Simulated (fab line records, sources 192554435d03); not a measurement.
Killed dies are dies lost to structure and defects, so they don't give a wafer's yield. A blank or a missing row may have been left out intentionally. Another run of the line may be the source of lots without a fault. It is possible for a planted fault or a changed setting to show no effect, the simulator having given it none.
Chamber matching || flow n5Finfet || N5_SD_EPI_P_ETCHBACK_46 on rieDiel-02 has 4 sister chambers
The step etches SiNx in CH3F/O2, stops on SiO2, target depth 17.5 nm. 4 wafers are shown with their chamber, then 9 later ones without.

== WAFERS, EACH WITH ITS CHAMBER ==
{"wafer": "L087.4", "chamber": 1, "showerheadPlenumPTorr (Torr)": 2.12}
{"wafer": "L091.1", "chamber": 2, "showerheadPlenumPTorr (Torr)": 2.00}
{"wafer": "L091.4", "chamber": 0, "showerheadPlenumPTorr (Torr)": 1.94}
{"wafer": "L091.5", "chamber": 3, "showerheadPlenumPTorr (Torr)": 1.89}

== WAFERS WHOSE CHAMBER IS MISSING ==
{"wafer": "L092.1", "showerheadPlenumPTorr (Torr)": 2.12}
{"wafer": "L092.3", "showerheadPlenumPTorr (Torr)": 1.94}
{"wafer": "L092.5", "showerheadPlenumPTorr (Torr)": 1.89}
{"wafer": "L093.3", "showerheadPlenumPTorr (Torr)": 1.89}
{"wafer": "L093.4", "showerheadPlenumPTorr (Torr)": 2.11}
{"wafer": "L093.6", "showerheadPlenumPTorr (Torr)": 1.89}
{"wafer": "L094.4", "showerheadPlenumPTorr (Torr)": 2.00}
{"wafer": "L094.5", "showerheadPlenumPTorr (Torr)": 2.11}
{"wafer": "L094.6", "showerheadPlenumPTorr (Torr)": 1.94}

== CHAMBER TAKEN BY EACH ==
{"wafer": "L092.1", "from the rows above": 1, "in truth": 1}
{"wafer": "L092.3", "from the rows above": 0, "in truth": 0}
{"wafer": "L092.5", "from the rows above": 3, "in truth": 3}
{"wafer": "L093.3", "from the rows above": 3, "in truth": 3}
{"wafer": "L093.4", "from the rows above": 1, "in truth": 1}
{"wafer": "L093.6", "from the rows above": 3, "in truth": 3}
{"wafer": "L094.4", "from the rows above": 2, "in truth": 2}
{"wafer": "L094.5", "from the rows above": 1, "in truth": 1}
{"wafer": "L094.6", "from the rows above": 0, "in truth": 0}
Correctly placed: 9 of 9. Left unplaced by these rows: 0. 0 placed wrongly.
How it was worked out, from the rows above alone: a wafer's distance from a chamber is the root of the sum, over the readings, of the square of ((its reading less the chamber's mean) divided by the reading's scatter). If the next closest chamber is less than 2 further off than the closest, the wafer can't be placed; otherwise it belongs to the closest. A chamber's mean is the mean of its shown wafers. The scatter: with one shown wafer a chamber, the root of the mean of the squares of how far each hidden wafer lies from its nearest shown one.
